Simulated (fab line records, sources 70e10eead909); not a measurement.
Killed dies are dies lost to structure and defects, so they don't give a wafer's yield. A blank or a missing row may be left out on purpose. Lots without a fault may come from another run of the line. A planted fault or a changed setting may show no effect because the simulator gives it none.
Which tool did it? | flow nand_harc | 24 lots, 72 wafers sampled, at 6 steps of a route of 1302

WHAT THE GAUGES READ, wafer by wafer
The record holds no reading of a measuring or inspecting step that can be judged against a usual standard deviation.

WHICH TOOL RAN EACH LOT (tool, then ch and the chambers of the sampled wafers, then the start)
lot  | NHARC_A_CONTACT_ETCH_122             | NHARC_A_CONTACT_ETCH_90            | NHARC_A_CONTACT_DEP_57        | NHARC_A_CONTACT_ETCH_124             | NHARC_A_CONTACT_ETCH_97            | NHARC_A_CONTACT_ETCH_30
L074 | har_cap_etch-03 ch 0,1, day 21 07:04 | rie_diel-04 ch 0,3, day 21 08:10   | acl_dep-01 ch 0, day 21 13:37 | har_cap_etch-02 ch 0,1, day 21 18:17 | rie_diel-04 ch 0,2,3, no start     | rie_diel-08 ch 1,2, no start
L075 | har_cap_etch-02 ch 0,1, day 22 06:55 | rie_diel-08 ch 1,2, day 22 08:04   | acl_dep-02 ch 0, day 22 09:17 | har_cap_etch-01 ch 0,1, day 22 14:49 | rie_diel-08 ch 0,3, no start       | rie_diel-07 ch 0,1,2, no start
L076 | har_cap_etch-03 ch 0,1, day 22 07:15 | rie_diel-07 ch 2,3, day 22 08:23   | acl_dep-03 ch 0, day 22 10:12 | har_cap_etch-02 ch 0,1, day 22 15:25 | rie_diel-04 ch 0,1,3, no start     | rie_diel-08 ch 1,2, no start
L077 | har_cap_etch-03 ch 0,1, day 22 19:36 | rie_diel-04 ch 0,2,3, day 22 20:43 | acl_dep-03 ch 0, day 23 01:17 | har_cap_etch-02 ch 0,1, day 23 06:57 | rie_diel-08 ch 0,2,3, no start     | rie_diel-08 ch 0,1, no start
L078 | har_cap_etch-03 ch 0,1, day 23 05:54 | rie_diel-07 ch 0,3, day 23 06:59   | acl_dep-03 ch 0, day 23 09:12 | har_cap_etch-03 ch 0,1, day 23 16:51 | rie_diel-07 ch 1,2,3, no start     | rie_diel-07 ch 0,3, no start
L079 | har_cap_etch-01 ch 0,1, day 24 04:50 | rie_diel-04 ch 1,2,3, day 24 05:57 | acl_dep-03 ch 0, day 24 13:44 | har_cap_etch-02 ch 0,1, day 24 17:59 | rie_diel-04 ch 1,2,3, no start     | rie_diel-04 ch 2,3, no start
L080 | har_cap_etch-03 ch 0,1, day 24 08:17 | rie_diel-08 ch 0,1,3, day 24 09:25 | acl_dep-03 ch 0, day 24 16:25 | har_cap_etch-01 ch 0,1, day 24 21:03 | rie_diel-08 ch 1,3, no start       | rie_diel-07 ch 0,1,2, no start
L081 | har_cap_etch-03 ch 1, day 24 23:26   | rie_diel-08 ch 0,3, day 25 00:35   | acl_dep-03 ch 0, day 25 04:05 | har_cap_etch-03 ch 0,1, day 25 10:02 | rie_diel-08 ch 0,2, no start       | rie_diel-08 ch 0,3, no start
L082 | har_cap_etch-02 ch 0,1, day 25 00:12 | rie_diel-07 ch 0,1,2, day 25 01:22 | acl_dep-01 ch 0, day 25 04:14 | har_cap_etch-01 ch 0,1, day 25 10:40 | rie_diel-04 ch 0,1,2, day 25 13:18 | rie_diel-04 ch 0,1,2, no start
L083 | har_cap_etch-02 ch 0,1, day 25 16:51 | rie_diel-08 ch 1,2,3, day 25 18:01 | acl_dep-02 ch 0, day 25 22:55 | har_cap_etch-01 ch 0,1, day 26 04:39 | rie_diel-04 ch 0,1,2, no start     | rie_diel-08 ch 0,1, no start
L084 | har_cap_etch-02 ch 0,1, day 26 01:02 | rie_diel-08 ch 0,1,3, day 26 02:12 | acl_dep-03 ch 0, day 26 04:22 | har_cap_etch-03 ch 0,1, day 26 10:02 | rie_diel-07 ch 0,1,2, no start     | rie_diel-08 ch 0,3, no start
L085 | har_cap_etch-03 ch 0,1, day 26 01:53 | rie_diel-04 ch 0,2, day 26 03:02   | acl_dep-01 ch 0, day 26 05:58 | har_cap_etch-01 ch 0,1, day 26 11:10 | rie_diel-04 ch 0,1, no start       | rie_diel-08 ch 0,1, no start
L086 | har_cap_etch-02 ch 0,1, day 26 09:03 | rie_diel-04 ch 1,2, day 26 10:10   | acl_dep-01 ch 0, day 26 12:16 | har_cap_etch-03 ch 0,1, day 26 17:56 | rie_diel-08 ch 0,2,3, no start     | rie_diel-08 ch 0,2,3, no start
L087 | har_cap_etch-02 ch 0,1, day 26 23:09 | rie_diel-08 ch 0,2, day 27 00:14   | acl_dep-01 ch 0, day 27 02:41 | har_cap_etch-03 ch 0,1, day 27 07:41 | rie_diel-08 ch 1,2,3, day 27 10:38 | rie_diel-07 ch 0,1,2, no start
L088 | har_cap_etch-02 ch 0,1, day 27 12:29 | rie_diel-08 ch 1,2,3, day 27 13:38 | acl_dep-03 ch 0, day 27 19:07 | har_cap_etch-01 ch 0,1, day 27 23:23 | rie_diel-04 ch 0,1,3, no start     | rie_diel-08 ch 0,2,3, no start
L089 | har_cap_etch-01 ch 0,1, day 27 19:08 | rie_diel-07 ch 0,1,3, day 27 20:16 | acl_dep-03 ch 0, day 27 21:26 | har_cap_etch-03 ch 0,1, day 28 03:09 | rie_diel-08 ch 0,1,3, no start     | rie_diel-08 ch 0,2,3, no start
L090 | har_cap_etch-02 ch 0,1, day 27 22:28 | rie_diel-08 ch 0,1,3, day 27 23:35 | acl_dep-03 ch 0, day 28 01:47 | har_cap_etch-02 ch 0,1, day 28 06:28 | rie_diel-08 ch 0,1,2, no start     | rie_diel-08 ch 0,1,2, no start
L091 | har_cap_etch-01 ch 0,1, day 29 10:55 | rie_diel-08 ch 0,2,3, day 29 12:03 | acl_dep-03 ch 0, day 29 15:55 | har_cap_etch-03 ch 0,1, day 29 21:40 | rie_diel-08 ch 1,2,3, no start     | rie_diel-08 ch 0,1,3, no start
L092 | har_cap_etch-03 ch 0,1, day 29 12:03 | rie_diel-08 ch 1,2,3, day 29 13:13 | acl_dep-02 ch 0, day 29 16:30 | har_cap_etch-02 ch 0,1, day 29 22:47 | rie_diel-07 ch 0,2,3, no start     | rie_diel-07 ch 0,1,3, no start
L093 | har_cap_etch-02 ch 0,1, day 29 21:08 | rie_diel-07 ch 1,2,3, day 29 22:20 | acl_dep-03 ch 0, day 29 23:29 | har_cap_etch-01 ch 0,1, day 30 05:08 | rie_diel-04 ch 0,3, no start       | rie_diel-08 ch 0,1, no start
L094 | har_cap_etch-01 ch 0,1, day 29 21:22 | rie_diel-08 ch 0,1,3, day 29 22:29 | acl_dep-02 ch 0, day 30 00:41 | har_cap_etch-03 ch 0,1, day 30 05:19 | rie_diel-08 ch 1,2,3, no start     | rie_diel-04 ch 0,3, no start
L095 | har_cap_etch-01 ch 1, day 30 16:52   | rie_diel-08 ch 0,1,3, day 30 18:02 | acl_dep-01 ch 0, day 30 19:43 | har_cap_etch-03 ch 0,1, day 31 01:10 | rie_diel-07 ch 2,3, no start       | rie_diel-04 ch 0,3, no start
L097 | har_cap_etch-02 ch 0,1, day 31 05:19 | rie_diel-04 ch 0,1,3, day 31 06:28 | acl_dep-01 ch 0, day 31 08:18 | har_cap_etch-02 ch 0,1, day 31 14:03 | rie_diel-07 ch 2,3, no start       | rie_diel-08 ch 1,3, no start
L096 | har_cap_etch-01 ch 0,1, day 31 08:31 | rie_diel-07 ch 1,3, day 31 09:40   | acl_dep-01 ch 0, day 31 11:34 | har_cap_etch-03 ch 0,1, day 31 17:13 | rie_diel-04 ch 0,2,3, no start     | rie_diel-07 ch 0,1, no start
- NHARC_A_CONTACT_ETCH_122: etches the open film in C4F8/O2/Ar, time 190 s, target depth 1850 nm.
- NHARC_A_CONTACT_ETCH_90: etches the open film in CH3F/O2, target depth 40 nm, time 85.7 s.
- NHARC_A_CONTACT_DEP_57: deposits aC, target thk 5300 nm.
- NHARC_A_CONTACT_ETCH_124: etches the open film in C4F8/O2/Ar, time 140 s, target depth 700 nm.
- NHARC_A_CONTACT_ETCH_97: etches the open film in C4F6/O2, target depth 20 nm, time 10 s.
- NHARC_A_CONTACT_ETCH_30: etches the open film in CF4/CHF3, target depth 72.6 nm, time 36.3 s.

WHAT THE TOOLS THEMSELVES READ (means of the sampled wafers that have a number; where no wafer has one, the mark that the record gives instead)
NHARC_A_CONTACT_ETCH_90. Usual: drypump_motor_current_A 5.7 A, standard deviation 0.47; oes_product_au 0.96 a.u., standard deviation 0.038; rf_vpp_V 244.5 V, standard deviation 1.5; showerhead_plenum_p_Torr 2.47 Torr, standard deviation 0.092; throttle_valve_pct 20.664 %, standard deviation 0.01.
lot  | tool        | drypump_motor_current_A (A) | oes_product_au (a.u.) | rf_vpp_V (V) | showerhead_plenum_p_Torr (Torr) | throttle_valve_pct (%) | flag
L074 | rie_diel-04 | 5.7                         | 0.93                  | 245.1        | 2.53                            | 20.659                 |
L075 | rie_diel-08 | 5.6                         | 0.99                  | 243.8        | 2.45                            | 20.669                 |
L076 | rie_diel-07 | 5.3                         | 0.91                  | 245.7        | 2.53                            | 20.656                 |
L077 | rie_diel-04 | 5.7                         | 0.92                  | 244.8        | 2.52                            | 20.660                 |
L078 | rie_diel-07 | 5.3                         | 0.93                  | 245.4        | 2.55                            | 20.664                 |
L079 | rie_diel-04 | 5.6                         | 0.93                  | 245.7        | 2.51                            | 20.667                 |
L080 | rie_diel-08 | 6.0                         | 0.92                  | 245.4        | 2.45                            | 20.662                 |
L081 | rie_diel-08 | 5.8                         | 1.00                  | 243.3        | 2.39                            | 20.659                 |
L082 | rie_diel-07 | 5.4                         | 0.99                  | 244.9        | 2.49                            | 20.666                 |
L083 | rie_diel-08 | 5.5                         | 1.00                  | 244.4        | 2.40                            | 20.667                 |
L084 | rie_diel-08 | 6.0                         | 0.92                  | 244.1        | 2.45                            | 20.677                 |
L085 | rie_diel-04 | 5.7                         | 1.00                  | 245.6        | 2.55                            | 20.659                 |
L086 | rie_diel-04 | 5.6                         | 0.92                  | 245.5        | 2.53                            | 20.672                 |
L087 | rie_diel-08 | 5.8                         | 1.00                  | 244.5        | 2.41                            | 20.660                 |
L088 | rie_diel-08 | 5.5                         | 0.93                  | 244.0        | 2.39                            | 20.656                 |
L089 | rie_diel-07 | 5.5                         | 0.93                  | 245.1        | 2.56                            | 20.676                 |
L090 | rie_diel-08 | 6.0                         | 0.95                  | 244.3        | 2.44                            | 20.670                 |
L091 | rie_diel-08 | 5.8                         | 0.93                  | 243.4        | 2.40                            | 20.670                 |
L092 | rie_diel-08 | 5.5                         | 1.00                  | 243.8        | 2.39                            | 20.664                 |
L093 | rie_diel-07 | 5.5                         | 1.01                  | 244.2        | 2.50                            | 20.671                 |
L094 | rie_diel-08 | 6.0                         | 1.01                  | 244.7        | 2.44                            | 20.667                 |
L095 | rie_diel-08 | 6.0                         | 0.92                  | 244.1        | 2.44                            | 20.669                 |
L097 | rie_diel-04 | 5.6                         | 0.99                  | 245.1        | 2.53                            | 20.663                 |
L096 | rie_diel-07 | 5.5                         | 0.93                  | 246.1        | 2.58                            | 20.661                 |

NHARC_A_CONTACT_DEP_57. Usual: throttle_valve_pct 35.000 %, standard deviation 0.0098.
lot  | tool       | throttle_valve_pct (%) | flag
L074 | acl_dep-01 | 35.002                 |
L075 | acl_dep-02 | 35.004                 |
L076 | acl_dep-03 | 35.002                 |
L077 | acl_dep-03 | 35.000                 |
L078 | acl_dep-03 | 34.995                 |
L079 | acl_dep-03 | 35.003                 |
L080 | acl_dep-03 | 35.009                 |
L081 | acl_dep-03 | 35.001                 |
L082 | acl_dep-01 | 34.993                 |
L083 | acl_dep-02 | 35.000                 |
L084 | acl_dep-03 | 35.000                 |
L085 | acl_dep-01 | 35.000                 |
L086 | acl_dep-01 | 35.000                 |
L087 | acl_dep-01 | 35.001                 |
L088 | acl_dep-03 | 34.994                 |
L089 | acl_dep-03 | 35.009                 |
L090 | acl_dep-03 | 34.999                 |
L091 | acl_dep-03 | 34.999                 |
L092 | acl_dep-02 | 34.997                 |
L093 | acl_dep-03 | 34.999                 |
L094 | acl_dep-02 | 35.005                 |
L095 | acl_dep-01 | 34.998                 |
L097 | acl_dep-01 | 34.993                 |
L096 | acl_dep-01 | 34.996                 |

NHARC_A_CONTACT_ETCH_97. Usual: drypump_motor_current_A 5.7 A, standard deviation 0.41; oes_product_au 0.955 a.u., standard deviation 0.018; rf_vpp_V 547.5 V, standard deviation 2.9; showerhead_plenum_p_Torr 3.95 Torr, standard deviation 0.14; throttle_valve_pct 26.901 %, standard deviation 0.0091.
lot  | tool        | drypump_motor_current_A (A) | oes_product_au (a.u.) | rf_vpp_V (V) | showerhead_plenum_p_Torr (Torr) | throttle_valve_pct (%) | flag
L074 | rie_diel-04 | 5.7                         | 0.951                 | 548.9        | 4.02                            | 26.902                 |
L075 | rie_diel-08 | 5.8                         | 0.941                 | 544.9        | 3.83                            | 26.905                 |
L076 | rie_diel-04 | 5.6                         | 0.949                 | 550.1        | 4.06                            | 26.898                 |
L077 | rie_diel-08 | 5.9                         | 0.948                 | 545.6        | 3.85                            | 26.905                 |
L078 | rie_diel-07 | 5.5                         | 0.950                 | 548.1        | 4.02                            | 26.898                 |
L079 | rie_diel-04 | 5.6                         | 0.958                 | 548.5        | 3.99                            | 26.909                 |
L080 | rie_diel-08 | 5.5                         | 0.953                 | 545.1        | 3.82                            | 26.899                 |
L081 | rie_diel-08 | 5.9                         | 0.948                 | 546.3        | 3.87                            | 26.901                 |
L082 | rie_diel-04 | 5.7                         | 0.992                 | 549.6        | 4.05                            | 26.894                 |
L083 | rie_diel-04 | 5.7                         | 0.941                 | 548.7        | 4.04                            | 26.912                 |
L084 | rie_diel-07 | 5.4                         | 0.956                 | 547.3        | 3.96                            | 26.893                 |
L085 | rie_diel-04 | 5.7                         | 1.002                 | 551.0        | 4.10                            | 26.904                 |
L086 | rie_diel-08 | 5.9                         | 0.959                 | 544.4        | 3.84                            | 26.896                 |
L087 | rie_diel-08 | 5.5                         | 0.956                 | 544.3        | 3.82                            | 26.902                 |
L088 | rie_diel-04 | 5.7                         | 0.954                 | 548.5        | 4.04                            | 26.908                 |
L089 | rie_diel-08 | 6.0                         | 0.962                 | 546.3        | 3.90                            | 26.905                 |
L090 | rie_diel-08 | 6.0                         | 0.948                 | 546.5        | 3.92                            | 26.894                 |
L091 | rie_diel-08 | 5.5                         | 0.950                 | 544.3        | 3.82                            | 26.908                 |
L092 | rie_diel-07 | 5.2                         | 0.949                 | 547.0        | 3.94                            | 26.901                 |
L093 | rie_diel-04 | 5.8                         | 0.932                 | 549.1        | 4.04                            | 26.906                 |
L094 | rie_diel-08 | 5.5                         | 0.945                 | 544.3        | 3.82                            | 26.900                 |
L095 | rie_diel-07 | 5.2                         | 0.942                 | 545.2        | 3.86                            | 26.901                 |
L097 | rie_diel-07 | 5.2                         | 0.955                 | 546.7        | 3.85                            | 26.906                 |
L096 | rie_diel-04 | 5.7                         | 0.972                 | 547.7        | 3.98                            | 26.905                 |

NHARC_A_CONTACT_ETCH_30. Usual: drypump_motor_current_A 5.7 A, standard deviation 0.5; oes_product_au 0.931 a.u., standard deviation 0.016; rf_vpp_V 370.7 V, standard deviation 2.1; showerhead_plenum_p_Torr 1.58 Torr, standard deviation 0.059; throttle_valve_pct 16.805 %, standard deviation 0.0088.
lot  | tool        | drypump_motor_current_A (A) | oes_product_au (a.u.) | rf_vpp_V (V) | showerhead_plenum_p_Torr (Torr) | throttle_valve_pct (%) | flag
L074 | rie_diel-08 | 5.6                         | 0.921                 | 370.7        | 1.57                            | 16.810                 |
L075 | rie_diel-07 | 5.4                         | 0.979                 | 370.8        | 1.60                            | 16.799                 |
L076 | rie_diel-08 | 5.6                         | 0.916                 | 370.9        | 1.57                            | 16.800                 |
L077 | rie_diel-08 | 6.1                         | 0.933                 | 371.5        | 1.60                            | 16.800                 |
L078 | rie_diel-07 | 5.3                         | 0.930                 | 372.6        | 1.63                            | 16.800                 |
L079 | rie_diel-04 | 5.7                         | 0.920                 | 370.9        | 1.58                            | 16.803                 |
L080 | rie_diel-07 | 5.4                         | 0.930                 | 370.9        | 1.59                            | 16.795                 |
L081 | rie_diel-08 | 6.3                         | 0.932                 | 370.6        | 1.57                            | 16.798                 |
L082 | rie_diel-04 | 5.6                         | 0.914                 | 372.8        | 1.62                            | 16.809                 |
L083 | rie_diel-08 | 6.1                         | 0.919                 | 371.4        | 1.60                            | 16.804                 |
L084 | rie_diel-08 | 5.8                         | 0.932                 | 369.3        | 1.53                            | 16.800                 |
L085 | rie_diel-08 | 6.4                         | 0.927                 | 370.9        | 1.60                            | 16.808                 |
L086 | rie_diel-08 | 5.8                         | 0.929                 | 369.3        | 1.54                            | 16.802                 |
L087 | rie_diel-07 | 5.4                         | 0.929                 | 370.3        | 1.59                            | 16.803                 |
L088 | rie_diel-08 | 5.8                         | 0.929                 | 369.3        | 1.54                            | 16.810                 |
L089 | rie_diel-08 | 5.8                         | 0.933                 | 368.2        | 1.54                            | 16.808                 |
L090 | rie_diel-08 | 6.0                         | 0.921                 | 370.4        | 1.57                            | 16.808                 |
L091 | rie_diel-08 | 6.0                         | 0.927                 | 369.8        | 1.56                            | 16.801                 |
L092 | rie_diel-07 | 5.5                         | 0.965                 | 372.5        | 1.64                            | 16.804                 |
L093 | rie_diel-08 | 6.4                         | 0.929                 | 371.6        | 1.60                            | 16.803                 |
L094 | rie_diel-04 | 5.7                         | 0.932                 | 371.4        | 1.60                            | 16.806                 |
L095 | rie_diel-04 | 5.7                         | 0.930                 | 372.2        | 1.60                            | 16.811                 |
L097 | rie_diel-08 | 5.6                         | 0.936                 | 370.4        | 1.56                            | 16.807                 |
L096 | rie_diel-07 | 5.7                         | 0.936                 | 372.5        | 1.63                            | 16.814                 |

THE ANSWER, worked out from the rows above alone
Rule: a lot is off if the mean of its wafers that have a number lies more than 3 standard deviations from the usual mean. A lot without any number at a reading at which 4 lots or more have one is off too. The other lots that the step has rows for count as sound. The gauges are gone through in route order, then the tools' own readings, and for those a lot's mean is taken as printed above. The first step at which some lot is off is used, and at that step the reading that is off furthest; a lot without a number counts as furthest.
No lot is off at any reading shown: from this, nothing can be told.

WHAT THE SIMULATOR HAD PUT IN
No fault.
